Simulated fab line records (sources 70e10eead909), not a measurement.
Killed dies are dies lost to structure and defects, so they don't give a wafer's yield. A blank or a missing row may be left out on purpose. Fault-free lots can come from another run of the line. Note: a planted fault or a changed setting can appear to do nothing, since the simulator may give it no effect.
Matching of chambers | flow nandHarc | NHARC_THIN_TSV_DEP_43 on pecvd-04 has 3 sister chambers
The step deposits SiO2, target thk 1328.5 nm. 14 wafers are shown with their chamber, then 7 later ones without.

EACH WAFER AND ITS CHAMBER
wafer  | chamber | throttleValvePct (%)
L133.1 | 1       | 16.6
L133.2 | 0       | 15.8
L133.6 | 2       | 15.2
L134.1 | 0       | 16.1
L134.2 | 1       | 16.8
L134.5 | 2       | 15.3
L137.2 | 0       | 15.8
L137.3 | 1       | 16.7
L137.5 | 2       | 15.2
L140.1 | 0       | 15.8
L140.5 | 2       | 15.3
L140.6 | 1       | 16.9
L141.1 | 0       | 15.9
L141.2 | 1       | 16.9

SIGNATURES (averages over the wafers above)
reading          | chamber 0 | chamber 1 | chamber 2 | scatter within a chamber
throttleValvePct | 15.880    | 16.780    | 15.250    | 0.115
Rule: a wafer's distance from a chamber is the root of the sum, over the readings, of the square of ((its reading less the chamber's mean) divided by the reading's scatter). If the next closest chamber is less than 2 further off than the closest, the wafer can't be placed; otherwise it belongs to the closest. The scatter: the root of (the sum of the squares of (reading less its chamber's mean) over the shown wafers, divided by (wafers less chambers)).

WAFERS MISSING THEIR CHAMBER
wafer  | throttleValvePct (%)
L141.3 | 15.2
L143.3 | 15.9
L143.4 | 16.9
L143.6 | 16.0
L145.1 | 15.2
L145.2 | 16.9
L145.6 | 15.3

WHICH CHAMBER EACH ONE RAN IN
wafer  | from the rows above | in truth
L141.3 | 2                   | 2
L143.3 | 0                   | 0
L143.4 | 1                   | 1
L143.6 | 0                   | 0
L145.1 | 2                   | 2
L145.2 | 1                   | 1
L145.6 | 2                   | 2
7 of 7 placed correctly. Number that these rows cannot place: 0. Wrongly placed: 0.
